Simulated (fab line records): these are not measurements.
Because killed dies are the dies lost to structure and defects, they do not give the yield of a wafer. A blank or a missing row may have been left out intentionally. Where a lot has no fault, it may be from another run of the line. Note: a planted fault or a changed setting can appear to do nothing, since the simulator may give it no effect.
Chamber matching | flow nand_harc | NHARC_A_CONTACT_ETCH_106 on rie_diel-03: 4 sister chambers
The step etches the open film in CF4/O2, target depth 60 nm, overetch 6 nm, time 33 s. 4 wafers are shown with their chamber, then 10 later ones without.

EACH WAFER AND ITS CHAMBER
wafer  | chamber | drypump_motor_current_A (A)
L927.2 | 1       | 6.0
L927.6 | 2       | 5.5
L929.1 | 0       | 5.9
L929.2 | 3       | 6.7

WAFERS MISSING THEIR CHAMBER
wafer  | drypump_motor_current_A (A)
L929.4 | 5.6
L930.1 | 5.6
L930.3 | 6.0
L930.5 | 6.0
L934.1 | 5.5
L934.4 | 6.7
L934.6 | 6.0
L945.2 | 5.6
L945.4 | 6.0
L945.6 | 6.0

CHAMBER TAKEN BY EACH
wafer  | from the rows above     | in truth
L929.4 | 2                       | 2
L930.1 | 2                       | 2
L930.3 | can't be placed: 1 or 0 | 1
L930.5 | can't be placed: 1 or 0 | 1
L934.1 | 2                       | 2
L934.4 | 3                       | 3
L934.6 | can't be placed: 1 or 0 | 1
L945.2 | 2                       | 2
L945.4 | can't be placed: 1 or 0 | 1
L945.6 | can't be placed: 1 or 0 | 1
Correctly placed: 5 of 10. Cannot be placed on the basis of these rows: 5; the candidates contain the true chamber in 5. Number placed wrongly: 0.
How it was worked out, from the rows above alone: a wafer's distance from a chamber is the root of the sum, over the readings, of the square of ((its reading less the chamber's mean) divided by the reading's scatter). If the next closest chamber is less than 2 further off than the closest, the wafer can't be placed; otherwise it belongs to the closest. The mean given for a chamber averages the wafers shown for that chamber. The scatter: with one shown wafer a chamber, the root of the mean of the squares of how far each hidden wafer lies from its nearest shown one.
